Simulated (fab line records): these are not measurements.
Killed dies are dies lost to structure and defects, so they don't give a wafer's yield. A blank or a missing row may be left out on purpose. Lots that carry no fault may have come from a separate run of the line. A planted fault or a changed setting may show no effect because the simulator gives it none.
A lot that was struck, set against a sound lot -- flow n5_finfet -- 15 out of 1938 route steps
Sound: wafers L617.3, L617.4, L617.5. Struck: wafer L629.2 (L629.1, L629.4, from the same lot, were not struck and are left out); the cause is given at the end.
Per side, at each step with rows, come the tool, then ch with its chambers, and then its first start. Under that, the readings that differ: sound wafers -- struck wafers -- difference of the means -- sigmas: that difference in standard deviations of wafers without a fault.
alike: a reading whose means differ by less than 2 such deviations, as well as words and numbers matching on both sides. not compared: withheld readings; readings where some wafer has no value; bounds like >300 that might hide an equal value; numbers whose values overlap and for which the record gives no deviation.
A row with sigmas, a row that says differs or no value, or rows on one side alone: a step with any of these is where the two part. Numbers that don't overlap but have no deviation are shown without sigmas and don't part them. Lack of a reading on every wafer of one side parts them only where that side has two or more wafers.

first, 7 steps without rows for these wafers: N5_BEOL_M10_COAT_64 (time 60 s, resist thk 30 nm); N5_BEOL_M10_COAT_22 (resist thk 90 nm); N5_BEOL_M10_EBR_24; N5_BEOL_M10_SOFTBAKE_23 (time 60 s); N5_BEOL_M10_EXPOSE_25 (exposes mask V9); N5_BEOL_M10_PEB_26 (peb time 60 s); N5_BEOL_M10_DEVELOP_27 (develop time 30 s).
N5_BEOL_M10_CD_MEAS_28: target cd 70 nm.
  sound on cd_sem-02 ch 0, day 11 19:37; struck on cd_sem-01 ch 0, day 15 05:21
reading,sound,struck,difference,sigmas
cd_nm (nm),70.5 70.4 69.0,67.0,-3.0,-2
N5_BEOL_M10_OVL_MEAS_29:
  sound on overlay-02 ch 0, day 11 19:38; struck on overlay-01 ch 0, day 15 05:23
  alike: V9_OVL
N5_BEOL_M10_INSPECT_30: inspects for defects (brightfield).
  sound on defect_inspect-02 at day 11 19:40; struck on defect_inspect-02 at day 15 05:24
  alike: raw_defect_count
N5_BEOL_M10_DESCUM_33: chemistry O2, time 7.9 s.
  sound on rie_diel-05 ch 0,1,2, day 11 19:42; struck on rie_diel-06 ch 1, day 15 05:31
reading,sound,struck,difference,sigmas
throttle_valve_pct (%),20.52 20.67 20.84,20.08,-0.60,-3
  alike: drypump_motor_current_A, oes_product_au, rf_vpp_V, showerhead_plenum_p_Torr
  not compared: rf_hours_counter_h
N5_BEOL_M10_ETCH_65: etches SiARC in CF4, target depth 39 nm, time 65 s.
  sound on rie_diel-05 ch 0,1,2, day 11 19:44; struck on rie_diel-06 ch 1, day 15 05:32
  alike: drypump_motor_current_A, etch_rf_on_time_s, oes_product_au, rf_vpp_V, showerhead_plenum_p_Torr, throttle_valve_pct
  not compared: rf_hours_counter_h
N5_BEOL_M10_ETCH_66: etches SOC in N2/H2, target depth 120 nm, overetch 24 nm, time 180 s.
  sound on rie_diel-05 ch 0,1,2, day 11 19:47; struck on rie_diel-06 ch 1, day 15 05:35
reading,sound,struck,difference,sigmas
run_length_s (s),203.7 203.2 203.6,230.6,+27.1,+82
model.SiARC_of_BEOL_M10_COAT_64.thk_nm (nm),23 22.6 22.8,21.8,-1.0,
  alike: drypump_motor_current_A, oes_product_au, rf_vpp_V, showerhead_plenum_p_Torr, throttle_valve_pct
  not compared: rf_hours_counter_h
then, 1 step without rows for these wafers: N5_BEOL_M10_STRIP_69 (strips in N2/H2).
-- here the record skips 2 days between the struck wafers' starts before and after, leaving off in module BEOL_M10 and picking up in module PASSIVATION (first step shown: number 1936 of the route) --
N5_PASSIVATION_PROBE_49:
  the record has rows for the struck wafers here (prober-01, day 17 13:58) and none for the sound ones

## WHERE THEY PART
Last at N5_PASSIVATION_PROBE_49 as far as this record goes, first at N5_BEOL_M10_CD_MEAS_28.

WHY: what the simulator had put in
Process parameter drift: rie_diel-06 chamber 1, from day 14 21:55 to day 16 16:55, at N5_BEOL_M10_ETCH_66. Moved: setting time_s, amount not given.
